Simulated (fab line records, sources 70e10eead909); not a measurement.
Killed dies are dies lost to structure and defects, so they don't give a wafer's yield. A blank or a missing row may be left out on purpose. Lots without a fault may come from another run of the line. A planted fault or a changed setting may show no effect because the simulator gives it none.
Chamber matching | flow nand_harc | NHARC_P_M0_DESCUM_14 on rie_diel-02: 4 sister chambers
The step chemistry O2, time 3 s. 8 wafers are shown with their chamber, then 12 later ones without.

WAFERS WITH THEIR CHAMBER
wafer  | chamber | showerhead_plenum_p_Torr (Torr) | drypump_motor_current_A (A)
L080.1 | 0       | 1.95                            | 4.9
L085.1 | 0       | 1.94                            | 4.9
L087.5 | 3       | 1.89                            | 6.4
L089.1 | 2       | 1.78                            | 5.2
L089.6 | 1       | 1.91                            | 5.8
L090.1 | 1       | 1.91                            | 5.7
L090.2 | 3       | 1.89                            | 6.5
L090.5 | 2       | 1.78                            | 5.2

WAFERS WITHOUT THEIR CHAMBER
wafer  | showerhead_plenum_p_Torr (Torr) | drypump_motor_current_A (A)
L091.2 | 1.77                            | 5.2
L091.5 | 1.91                            | 5.7
L091.6 | 1.77                            | 5.2
L093.3 | 1.91                            | 5.8
L093.4 | 1.89                            | 6.5
L093.5 | 1.94                            | 4.9
L095.1 | 1.77                            | 5.2
L095.2 | 1.89                            | 6.4
L095.3 | 1.94                            | 4.8
L097.1 | 1.89                            | 6.4
L097.4 | 1.93                            | 4.9
L097.5 | 1.93                            | 4.9

WHICH CHAMBER EACH WENT THROUGH
wafer  | from the rows above | in truth
L091.2 | 2                   | 2
L091.5 | 1                   | 1
L091.6 | 2                   | 2
L093.3 | 1                   | 1
L093.4 | 3                   | 3
L093.5 | 0                   | 0
L095.1 | 2                   | 2
L095.2 | 3                   | 3
L095.3 | 0                   | 0
L097.1 | 3                   | 3
L097.4 | 0                   | 0
L097.5 | 0                   | 0
Placed correctly: 12 of 12. Can't be placed from these rows: 0. Placed wrongly: 0.
How it was worked out, from the rows above alone: a wafer's distance from a chamber is the root of the sum, over the readings, of the square of ((its reading less the chamber's mean) divided by the reading's scatter). The wafer belongs to the nearest chamber; if the next one is less than 2 further off, it can't be placed. A chamber's mean is the mean of its shown wafers. The scatter: the root of (the sum of the squares of (reading less its chamber's mean) over the shown wafers, divided by (wafers less chambers)).
